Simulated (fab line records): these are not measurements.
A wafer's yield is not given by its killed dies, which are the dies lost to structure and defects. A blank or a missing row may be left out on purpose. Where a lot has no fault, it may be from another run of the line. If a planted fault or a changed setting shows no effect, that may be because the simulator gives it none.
Chamber matching :: flow n5_finfet :: 4 sister chambers for N5_BEOL_M0_ETCH_138 on rie_diel-02
The step etches SiCN in CH3F/O2, target depth 12 nm, time 31.6 s. 18 wafers are shown with their chamber, then 9 later ones without.

## WAFERS PAIRED WITH THEIR CHAMBERS
wafer: L076.2
chamber: 1
drypump_motor_current_A (A): 4.6
throttle_valve_pct (%): 16.49
showerhead_plenum_p_Torr (Torr): 2.02

wafer: L076.3
chamber: 0
drypump_motor_current_A (A): 5.6
throttle_valve_pct (%): 16.68
showerhead_plenum_p_Torr (Torr): 2.06

wafer: L076.5
chamber: 1
drypump_motor_current_A (A): 4.7
throttle_valve_pct (%): 16.51
showerhead_plenum_p_Torr (Torr): 2.02

wafer: L075.4
chamber: 3
drypump_motor_current_A (A): 5.1
throttle_valve_pct (%): 16.29
showerhead_plenum_p_Torr (Torr): 2.08

wafer: L075.5
chamber: 1
drypump_motor_current_A (A): 4.7
throttle_valve_pct (%): 16.51
showerhead_plenum_p_Torr (Torr): 2.02

wafer: L075.6
chamber: 0
drypump_motor_current_A (A): 5.7
throttle_valve_pct (%): 16.69
showerhead_plenum_p_Torr (Torr): 2.06

wafer: L078.1
chamber: 3
drypump_motor_current_A (A): 5.1
throttle_valve_pct (%): 16.29
showerhead_plenum_p_Torr (Torr): 2.08

wafer: L078.3
chamber: 2
drypump_motor_current_A (A): 5.5
throttle_valve_pct (%): 16.26
showerhead_plenum_p_Torr (Torr): 1.99

wafer: L078.4
chamber: 1
drypump_motor_current_A (A): 4.7
throttle_valve_pct (%): 16.51
showerhead_plenum_p_Torr (Torr): 2.02

wafer: L082.2
chamber: 1
drypump_motor_current_A (A): 4.7
throttle_valve_pct (%): 16.52
showerhead_plenum_p_Torr (Torr): 2.02

wafer: L082.4
chamber: 0
drypump_motor_current_A (A): 5.7
throttle_valve_pct (%): 16.70
showerhead_plenum_p_Torr (Torr): 2.05

wafer: L082.5
chamber: 2
drypump_motor_current_A (A): 5.5
throttle_valve_pct (%): 16.27
showerhead_plenum_p_Torr (Torr): 1.99

wafer: L091.1
chamber: 2
drypump_motor_current_A (A): 5.5
throttle_valve_pct (%): 16.30
showerhead_plenum_p_Torr (Torr): 1.99

wafer: L091.3
chamber: 0
drypump_motor_current_A (A): 5.7
throttle_valve_pct (%): 16.73
showerhead_plenum_p_Torr (Torr): 2.05

wafer: L091.6
chamber: 2
drypump_motor_current_A (A): 5.5
throttle_valve_pct (%): 16.28
showerhead_plenum_p_Torr (Torr): 1.99

wafer: L092.2
chamber: 3
drypump_motor_current_A (A): 5.1
throttle_valve_pct (%): 16.33
showerhead_plenum_p_Torr (Torr): 2.07

wafer: L092.5
chamber: 2
drypump_motor_current_A (A): 5.5
throttle_valve_pct (%): 16.30
showerhead_plenum_p_Torr (Torr): 1.98

wafer: L092.6
chamber: 3
drypump_motor_current_A (A): 5.1
throttle_valve_pct (%): 16.33
showerhead_plenum_p_Torr (Torr): 2.07

SIGNATURES (averages over the wafers above)
reading: drypump_motor_current_A
chamber 0: 5.675
chamber 1: 4.680
chamber 2: 5.500
chamber 3: 5.100
scatter within a chamber: 0.0333

reading: throttle_valve_pct
chamber 0: 16.7000
chamber 1: 16.5080
chamber 2: 16.2820
chamber 3: 16.3100
scatter within a chamber: 0.0184

reading: showerhead_plenum_p_Torr
chamber 0: 2.0550
chamber 1: 2.0200
chamber 2: 1.9880
chamber 3: 2.0750
scatter within a chamber: 0.00447
Rule: distance of a wafer from a chamber = root of the sum over the readings of ((wafer's reading minus chamber's mean) / reading's scatter) squared. The wafer belongs to the nearest chamber; if the next one is less than 2 further off, it can't be placed. The scatter: take each reading less its chamber's mean, square it, sum over the shown wafers, divide by the number of wafers less the number of chambers, and take the root.

## WAFERS WITHOUT THEIR CHAMBER
wafer: L093.1
drypump_motor_current_A (A): 5.1
throttle_valve_pct (%): 16.34
showerhead_plenum_p_Torr (Torr): 2.07

wafer: L093.3
drypump_motor_current_A (A): 4.7
throttle_valve_pct (%): 16.53
showerhead_plenum_p_Torr (Torr): 2.01

wafer: L093.6
drypump_motor_current_A (A): 5.1
throttle_valve_pct (%): 16.35
showerhead_plenum_p_Torr (Torr): 2.07

wafer: L097.1
drypump_motor_current_A (A): 5.1
throttle_valve_pct (%): 16.37
showerhead_plenum_p_Torr (Torr): 2.07

wafer: L097.3
drypump_motor_current_A (A): 5.5
throttle_valve_pct (%): 16.32
showerhead_plenum_p_Torr (Torr): 1.98

wafer: L097.6
drypump_motor_current_A (A): 4.7
throttle_valve_pct (%): 16.59
showerhead_plenum_p_Torr (Torr): 2.01

wafer: L096.4
drypump_motor_current_A (A): 5.7
throttle_valve_pct (%): 16.77
showerhead_plenum_p_Torr (Torr): 2.04

wafer: L096.5
drypump_motor_current_A (A): 5.1
throttle_valve_pct (%): 16.37
showerhead_plenum_p_Torr (Torr): 2.07

wafer: L096.6
drypump_motor_current_A (A): 5.5
throttle_valve_pct (%): 16.32
showerhead_plenum_p_Torr (Torr): 1.98

## THE CHAMBER EACH PASSED THROUGH
wafer: L093.1
from the rows above: 3
in truth: 3

wafer: L093.3
from the rows above: 1
in truth: 1

wafer: L093.6
from the rows above: 3
in truth: 3

wafer: L097.1
from the rows above: 3
in truth: 3

wafer: L097.3
from the rows above: 2
in truth: 2

wafer: L097.6
from the rows above: 1
in truth: 1

wafer: L096.4
from the rows above: 0
in truth: 0

wafer: L096.5
from the rows above: 3
in truth: 3

wafer: L096.6
from the rows above: 2
in truth: 2
Correct placement for 9 of the 9. Number that these rows cannot place: 0. Number placed wrongly: 0.
